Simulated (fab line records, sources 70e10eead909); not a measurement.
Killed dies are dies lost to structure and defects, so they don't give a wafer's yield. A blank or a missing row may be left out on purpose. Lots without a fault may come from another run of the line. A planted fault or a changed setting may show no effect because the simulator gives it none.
Problem report in the 8D (eight disciplines) form, filled by code | flow nand_harc | the parts of the form that need people (team, actions taken, sign-off) are left out

1. THE PROBLEM
killed_at_array at NHARC_END_SORT_01 reads a mean of 210 on 6 wafers of 2 lots; wafers without a fault read 55 with a standard deviation of 20. That is +7.8 standard deviations from the usual mean.
First seen on wafer L923.1, day 32 09:47, on prober-01. The record holds 15 wafers of 5 lots with a number at this step. Rule for "out", or "out of limits": more than 4 standard deviations from the usual mean. The other wafers with a number count as sound.

2. WHAT IT IS AND WHAT IT IS NOT
question                    | is                           | is not
which readings at this step | killed_at_array, killed_dies | killed_at_other, killed_at_periphery, killed_short
which lots                  | L922, L923                   | L906, L908, L916
which wafers of those lots  | all that have a number       | -
read on which gauges        | prober-01                    | prober-02
when                        | from day 32 09:47            | up to then (9 sound wafers)

3. SUSPECTS, AND WHAT RULES EACH OUT
Counting: a tool at a process step up to the reading stays a suspect if it ran every lot that is out and no sound lot after the first of them.
- the gauge at NHARC_END_SORT_01: ruled out. All the wafers that are out were read on prober-01, but those of them that NHARC_A_CHANNEL_HOLE_D1_ETCH_38 has rows for are out there too, on other tools.
- rie_diel-09 at NHARC_A_CHANNEL_HOLE_D1_ETCH_38 (etches the open film in CF4, target depth 39 nm, time 65 s): kept. It ran every lot that is out, first L922 (day 16 12:43), and no sound lot after that; its last sound lot up to then is L916 (day 14 00:30). Its own readings are out on those wafers: run_length_s.
- har_etch-01 at NHARC_A_CHANNEL_HOLE_D1_ETCH_22 (etches the open film in C4F8/O2/Ar, time 666.7 s, target depth 1600 nm): kept. It ran every lot that is out, first L922 (day 16 14:41), and no sound lot after that; its last sound lot up to then is L906 (day 9 21:07).
- har_etch-01 at NHARC_A_CHANNEL_HOLE_D1_ETCH_25 (etches the open film in C4F8/O2/Ar, time 1040.2 s, target depth 1500 nm): kept. It ran every lot that is out, first L922 (day 16 16:44), and no sound lot after that; its last sound lot up to then is L906 (day 9 23:13).
Left after counting: rie_diel-09 at NHARC_A_CHANNEL_HOLE_D1_ETCH_38, har_etch-01 at NHARC_A_CHANNEL_HOLE_D1_ETCH_22, har_etch-01 at NHARC_A_CHANNEL_HOLE_D1_ETCH_25.

4. THE CAUSE (what the simulator had put in)
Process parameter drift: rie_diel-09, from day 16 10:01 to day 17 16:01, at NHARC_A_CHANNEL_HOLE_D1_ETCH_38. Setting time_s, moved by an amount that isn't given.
Counting left 3 suspects, and this tool is among them.

5. THE CHAIN OF EFFECTS, in route order
Each row: a reading whose mean over the struck wafers that have a number lies more than 3 standard deviations from the usual. Only readings for which the record gives a usual standard deviation are gone through. hours: the time from each lot's start at the first step in this table that gives one to its start at this step, as a median over the lots. sigmas: the change in usual standard deviations.
hours | step                            | reading         | usual  | on struck wafers | change | sigmas
0     | NHARC_A_CHANNEL_HOLE_D1_ETCH_38 | run_length_s    | 86.3 s | 68.6             | -17.7  | -41
382   | NHARC_END_SORT_01               | killed_at_array | 55     | 210              | +155   | +7.8
382   | NHARC_END_SORT_01               | killed_dies     | 60     | 214              | +154   | +7.3
The process steps in it:
- NHARC_A_CHANNEL_HOLE_D1_ETCH_38: etches the open film in CF4, target depth 39 nm, time 65 s.

6. WHAT WOULD HAVE CAUGHT IT SOONER
In this record the first reading out of limits at a measuring or inspecting step was taken at day 32 09:47, 384 hours after the fault began at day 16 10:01.
The tool's own readings at NHARC_A_CHANNEL_HOLE_D1_ETCH_38 were out on every struck wafer that the step has a row for (run_length_s): an alarm limit on them would have fired on the first of those.
All the lots that are out (2) had begun NHARC_A_CHANNEL_HOLE_D1_ETCH_38 on rie_diel-09 by day 32 09:47. A hold on the tool at that time would have spared none of them.
